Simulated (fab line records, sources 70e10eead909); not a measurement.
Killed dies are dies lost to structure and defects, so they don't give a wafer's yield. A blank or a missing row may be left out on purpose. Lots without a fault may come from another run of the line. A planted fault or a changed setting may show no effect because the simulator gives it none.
Which tool did it? | flow nand_harc | 24 lots, 72 wafers sampled, at 6 steps of a route of 1302

WHAT THE GAUGES READ, wafer by wafer
NHARC_P_M0_INSPECT_27.
lot  | measured     | on                | raw_defect_count
L074 | day 6 04:07  | defect_inspect-01 | 342 342 340
L075 | day 6 16:12  | defect_inspect-01 | 274 596 531
L076 | day 7 01:57  | defect_inspect-01 | 716 201 264
L077 | day 7 14:46  | defect_inspect-02 | 309 376 385
L078 | day 7 18:53  | defect_inspect-01 | 248 360 239
L079 | day 8 10:49  | defect_inspect-01 | 280 134 186
L080 | day 8 11:58  | defect_inspect-01 | 249 167 172
L081 | day 9 03:35  | defect_inspect-01 | 268 279 340
L082 | day 9 14:32  | defect_inspect-02 | 345 304 379
L083 | day 9 20:07  | defect_inspect-01 | 403 271 433
L084 | day 10 03:26 | defect_inspect-02 | 194 246 136
L085 | day 10 21:06 | defect_inspect-02 | 201 283 313
L086 | day 11 04:49 | defect_inspect-02 | 341 371 346
L087 | day 11 10:16 | defect_inspect-02 | 223 333 186
L089 | day 12 07:09 | defect_inspect-01 | 299 278 584
L088 | day 12 07:56 | defect_inspect-01 | 567 523 558
L090 | day 13 00:02 | defect_inspect-02 | 480 293 269
L092 | day 13 14:18 | defect_inspect-01 | 209 242 315
L091 | day 13 21:13 | defect_inspect-01 | 198 260 236
L093 | day 14 03:43 | defect_inspect-02 | 281 375 273
L094 | day 14 12:52 | defect_inspect-02 | 211 373 249
L095 | day 14 17:06 | defect_inspect-01 | 262 241 337
L096 | day 15 11:46 | defect_inspect-02 | 429 112 94
L097 | day 15 15:35 | defect_inspect-01 | 210 251 334

NHARC_P_M2_INSPECT_11.
lot  | measured     | on                | raw_defect_count
L074 | day 6 10:07  | defect_inspect-01 | 2 6 1
L075 | day 6 22:11  | defect_inspect-01 | 4 8 6
L076 | day 7 07:32  | defect_inspect-01 | 4 4 10
L077 | day 7 20:35  | defect_inspect-01 | 4 11 2
L078 | day 8 00:17  | defect_inspect-02 | 2 7 3
L079 | day 8 16:22  | defect_inspect-02 | 6 2 5
L080 | day 8 17:29  | defect_inspect-02 | 5 7 4
L081 | day 9 09:01  | defect_inspect-01 | 4 2 7
L082 | day 9 20:08  | defect_inspect-02 | 1 3 5
L083 | day 10 01:39 | defect_inspect-02 | 3 3 4
L084 | day 10 09:00 | defect_inspect-02 | 9 12 6
L085 | day 11 02:46 | defect_inspect-02 | 3 4 1
L086 | day 11 10:32 | defect_inspect-02 | 2 1 2
L087 | day 11 16:02 | defect_inspect-02 | 0 3 6
L089 | day 12 12:40 | defect_inspect-01 | 12 8 9
L088 | day 12 13:31 | defect_inspect-01 | 3 2 4
L090 | day 13 05:42 | defect_inspect-02 | 4 1 3
L092 | day 13 19:51 | defect_inspect-01 | 3 2 4
L091 | day 14 03:16 | defect_inspect-01 | 3 3 6
L093 | day 14 09:41 | defect_inspect-02 | 3 6 6
L094 | day 14 18:40 | defect_inspect-02 | 5 2 2
L095 | day 14 22:36 | defect_inspect-01 | 2 6 3
L096 | day 15 17:29 | defect_inspect-02 | 7 5 12
L097 | day 15 21:20 | defect_inspect-01 | 4 4 3

WHICH TOOL RAN EACH LOT (tool, then ch and the chambers of the sampled wafers, then the start)
lot  | NHARC_P_M0_ETCH_15                            | NHARC_P_M1_ANNEAL_31             | NHARC_P_M1_PRE_CLEAN_32         | NHARC_P_M1_DEP_33
L074 | rie_diel-01 ch 1,2,3, day 6 04:07 or earlier  | rtp_anneal-02 ch 0, day 6 07:56  | pecvd-02 ch 0,2, day 6 08:49    | pecvd-02 ch 0,2, day 6 08:53
L075 | rie_diel-03 ch 1,2,3, day 6 16:12 or earlier  | rtp_anneal-01 ch 0, day 6 19:32  | pecvd-02 ch 0,1, day 6 20:45    | pecvd-02 ch 0,1, day 6 20:52
L076 | rie_diel-13 ch 0,2,3, day 7 01:57 or earlier  | rtp_anneal-02 ch 0, day 7 05:13  | pecvd-04 ch 0,1,2, day 7 06:04  | pecvd-04 ch 0,1,2, day 7 06:08
L077 | rie_diel-13 ch 1,2,3, day 7 14:46 or earlier  | rtp_anneal-01 ch 0, day 7 18:22  | pecvd-01 ch 0,2, day 7 19:15    | pecvd-01 ch 0,2, day 7 19:22
L078 | rie_diel-01 ch 0,2,3, day 7 18:53 or earlier  | rtp_anneal-01 ch 0, day 7 22:08  | pecvd-01 ch 1,2, day 7 22:59    | pecvd-01 ch 1,2, day 7 23:04
L079 | rie_diel-13 ch 2,3, day 8 10:49 or earlier    | rtp_anneal-02 ch 0, day 8 14:16  | pecvd-01 ch 0,2, day 8 15:04    | pecvd-01 ch 0,2, day 8 15:11
L080 | rie_diel-13 ch 0,2, day 8 11:58 or earlier    | rtp_anneal-01 ch 0, day 8 15:09  | pecvd-02 ch 0,1,2, day 8 16:02  | pecvd-02 ch 0,1,2, day 8 16:07
L081 | rie_diel-01 ch 0,3, day 9 03:35 or earlier    | rtp_anneal-02 ch 0, day 9 06:55  | pecvd-01 ch 0,1,2, day 9 07:43  | pecvd-01 ch 0,1,2, day 9 07:52
L082 | rie_diel-03 ch 1,2,3, day 9 14:32 or earlier  | rtp_anneal-01 ch 0, day 9 17:51  | pecvd-01 ch 0,1,2, day 9 18:44  | pecvd-01 ch 0,1,2, day 9 18:51
L083 | rie_diel-03 ch 0,2, day 9 20:07 or earlier    | rtp_anneal-01 ch 0, day 9 23:26  | pecvd-04 ch 0,1,2, day 10 00:20 | pecvd-04 ch 0,1,2, day 10 00:25
L084 | rie_diel-01 ch 0,1,3, day 10 03:26 or earlier | rtp_anneal-01 ch 0, day 10 06:43 | pecvd-04 ch 0,1, day 10 07:33   | pecvd-04 ch 0,1, day 10 07:38
L085 | rie_diel-03 ch 0,1, day 10 21:06 or earlier   | rtp_anneal-02 ch 0, day 11 00:26 | pecvd-01 ch 0,2, day 11 01:19   | pecvd-01 ch 0,2, day 11 01:23
L086 | rie_diel-03 ch 0,1,3, day 11 04:49 or earlier | rtp_anneal-01 ch 0, day 11 08:14 | pecvd-04 ch 0,2, day 11 09:05   | pecvd-04 ch 0,2, day 11 09:12
L087 | rie_diel-01 ch 0,1,2, day 11 10:16 or earlier | rtp_anneal-01 ch 0, day 11 13:46 | pecvd-02 ch 0,1, day 11 14:35   | pecvd-02 ch 0,1, day 11 14:40
L089 | rie_diel-03 ch 0,1, day 12 07:09 or earlier   | rtp_anneal-01 ch 0, day 12 10:26 | pecvd-01 ch 0,1,2, day 12 11:15 | pecvd-01 ch 0,1,2, day 12 11:23
L088 | rie_diel-13 ch 1,2,3, day 12 07:56 or earlier | rtp_anneal-02 ch 0, day 12 11:16 | pecvd-01 ch 0,1,2, day 12 12:03 | pecvd-01 ch 0,1,2, day 12 12:08
L090 | rie_diel-01 ch 1,2,3, day 13 00:02 or earlier | rtp_anneal-02 ch 0, day 13 03:22 | pecvd-02 ch 0,1,2, day 13 04:15 | pecvd-02 ch 0,1,2, day 13 04:19
L092 | rie_diel-01 ch 2,3, day 13 14:18 or earlier   | rtp_anneal-02 ch 0, day 13 17:37 | pecvd-02 ch 0,1,2, day 13 18:25 | pecvd-02 ch 0,1,2, day 13 18:34
L091 | rie_diel-01 ch 0,2,3, day 13 21:13 or earlier | rtp_anneal-01 ch 0, day 14 00:49 | pecvd-02 ch 1,2, day 14 01:40   | pecvd-02 ch 1,2, day 14 01:50
L093 | rie_diel-01 ch 1,2,3, day 14 03:43 or earlier | rtp_anneal-01 ch 0, day 14 07:14 | pecvd-02 ch 1,2, day 14 08:04   | pecvd-02 ch 1,2, day 14 08:11
L094 | rie_diel-01 ch 0,1,2, day 14 12:52 or earlier | rtp_anneal-02 ch 0, day 14 16:28 | pecvd-01 ch 0,2, day 14 17:20   | pecvd-01 ch 0,2, day 14 17:25
L095 | rie_diel-01 ch 0,2,3, day 14 17:06 or earlier | rtp_anneal-01 ch 0, day 14 20:24 | pecvd-04 ch 1,2, day 14 21:11   | pecvd-04 ch 1,2, day 14 21:18
L096 | rie_diel-01 ch 0,1,2, day 15 11:46 or earlier | rtp_anneal-01 ch 0, day 15 15:05 | pecvd-02 ch 1,2, day 15 16:01   | pecvd-02 ch 1,2, day 15 16:07
L097 | rie_diel-01 ch 1,2,3, day 15 15:35 or earlier | rtp_anneal-01 ch 0, day 15 19:05 | pecvd-04 ch 0,1,2, day 15 19:55 | pecvd-04 ch 0,1,2, day 15 19:59
- NHARC_P_M0_ETCH_15: etches the open film in C4F8/Ar, target depth 150 nm, overetch 15 nm, time 82.5 s.
- NHARC_P_M1_ANNEAL_31: time 90 s.
- NHARC_P_M1_PRE_CLEAN_32: time 12 s.
- NHARC_P_M1_DEP_33: deposits SiCN, target thk 30 nm.

WHAT THE TOOLS THEMSELVES READ (means of the sampled wafers that have a number; where no wafer has one, the mark that the record gives instead)
NHARC_P_M0_ETCH_15.
lot  | tool        | oes_product_au (a.u.) | rf_vpp_V (V)
L074 | rie_diel-01 | 0.961                 | 438
L075 | rie_diel-03 | 0.916                 | 442
L076 | rie_diel-13 | 0.924                 | 440
L077 | rie_diel-13 | 0.923                 | 440
L078 | rie_diel-01 | 0.955                 | 440
L079 | rie_diel-13 | 0.955                 | 442
L080 | rie_diel-13 | 0.940                 | 439
L081 | rie_diel-01 | 0.957                 | 439
L082 | rie_diel-03 | 0.955                 | 441
L083 | rie_diel-03 | 0.970                 | 438
L084 | rie_diel-01 | 0.968                 | 438
L085 | rie_diel-03 | 0.973                 | 445
L086 | rie_diel-03 | 0.978                 | 443
L087 | rie_diel-01 | 0.973                 | 439
L089 | rie_diel-03 | 0.929                 | 443
L088 | rie_diel-13 | 0.968                 | 440
L090 | rie_diel-01 | 0.958                 | 438
L092 | rie_diel-01 | 0.960                 | 438
L091 | rie_diel-01 | 0.967                 | 440
L093 | rie_diel-01 | 0.919                 | 437
L094 | rie_diel-01 | 0.969                 | 440
L095 | rie_diel-01 | 0.965                 | 440
L096 | rie_diel-01 | 0.968                 | 439
L097 | rie_diel-01 | 0.964                 | 437

NHARC_P_M1_ANNEAL_31.
lot  | tool          | wafer_temp_C_max
L074 | rtp_anneal-02 | 226.20
L075 | rtp_anneal-01 | 225.84
L076 | rtp_anneal-02 | 225.68
L077 | rtp_anneal-01 | 225.95
L078 | rtp_anneal-01 | 226.29
L079 | rtp_anneal-02 | 225.48
L080 | rtp_anneal-01 | 226.27
L081 | rtp_anneal-02 | 225.86
L082 | rtp_anneal-01 | 226.07
L083 | rtp_anneal-01 | 225.97
L084 | rtp_anneal-01 | 225.86
L085 | rtp_anneal-02 | 225.88
L086 | rtp_anneal-01 | 225.88
L087 | rtp_anneal-01 | 225.79
L089 | rtp_anneal-01 | 226.21
L088 | rtp_anneal-02 | 225.96
L090 | rtp_anneal-02 | 225.83
L092 | rtp_anneal-02 | 225.81
L091 | rtp_anneal-01 | 226.18
L093 | rtp_anneal-01 | 226.15
L094 | rtp_anneal-02 | 225.59
L095 | rtp_anneal-01 | 226.17
L096 | rtp_anneal-01 | 225.98
L097 | rtp_anneal-01 | 226.00

NHARC_P_M1_PRE_CLEAN_32.
lot  | tool     | heater_power_outer_w (W) | heater_power_w (W)
L074 | pecvd-02 | 366                      | 630
L075 | pecvd-02 | 366                      | 621
L076 | pecvd-04 | 423                      | 726
L077 | pecvd-01 | 363                      | 624
L078 | pecvd-01 | 303                      | 566
L079 | pecvd-01 | 356                      | 644
L080 | pecvd-02 | 355                      | 629
L081 | pecvd-01 | 356                      | 645
L082 | pecvd-01 | 346                      | 611
L083 | pecvd-04 | 396                      | 683
L084 | pecvd-04 | 372                      | 702
L085 | pecvd-01 | 376                      | 682
L086 | pecvd-04 | 375                      | 695
L087 | pecvd-02 | 407                      | 677
L089 | pecvd-01 | 343                      | 603
L088 | pecvd-01 | 332                      | 608
L090 | pecvd-02 | 362                      | 645
L092 | pecvd-02 | 402                      | 678
L091 | pecvd-02 | 347                      | 638
L093 | pecvd-02 | 369                      | 667
L094 | pecvd-01 | 328                      | 614
L095 | pecvd-04 | 385                      | 603
L096 | pecvd-02 | 347                      | 636
L097 | pecvd-04 | 370                      | 636

NHARC_P_M1_DEP_33.
lot  | tool     | heater_power_outer_w (W) | heater_power_w (W)
L074 | pecvd-02 | 347                      | 603
L075 | pecvd-02 | 316                      | 546
L076 | pecvd-04 | 350                      | 624
L077 | pecvd-01 | 323                      | 593
L078 | pecvd-01 | 289                      | 550
L079 | pecvd-01 | 333                      | 618
L080 | pecvd-02 | 343                      | 602
L081 | pecvd-01 | 315                      | 575
L082 | pecvd-01 | 279                      | 539
L083 | pecvd-04 | 353                      | 628
L084 | pecvd-04 | 385                      | 702
L085 | pecvd-01 | 348                      | 643
L086 | pecvd-04 | 323                      | 618
L087 | pecvd-02 | 363                      | 617
L089 | pecvd-01 | 311                      | 562
L088 | pecvd-01 | 312                      | 574
L090 | pecvd-02 | 350                      | 614
L092 | pecvd-02 | 324                      | 599
L091 | pecvd-02 | 290                      | 560
L093 | pecvd-02 | 315                      | 602
L094 | pecvd-01 | 342                      | 640
L095 | pecvd-04 | 337                      | 556
L096 | pecvd-02 | 323                      | 619
L097 | pecvd-04 | 366                      | 640

THE ANSWER, worked out from the rows above alone
Rule: what is usual is taken from the lots themselves. Put in order of their means at a reading, lots are off if they are a third of the lots or fewer, leave a main group of 4 or more, and stand apart from it by a gap of 3 or more times the standard deviation of the main group's means; of several such gaps the widest counts. A main group whose means are all the same, to the digits that the tables above print for the reading, isn't used. A lot without any number at a reading at which 4 lots or more have one is off too. The other lots that the step has rows for count as sound. The gauges are gone through in route order, then the tools' own readings, and for those a lot's mean is taken as printed above. The first step at which some lot is off is used, and at that step the reading that is off furthest; a lot without a number counts as furthest.
No lot is off at any reading shown: from this, nothing can be told.

WHAT THE SIMULATOR HAD PUT IN
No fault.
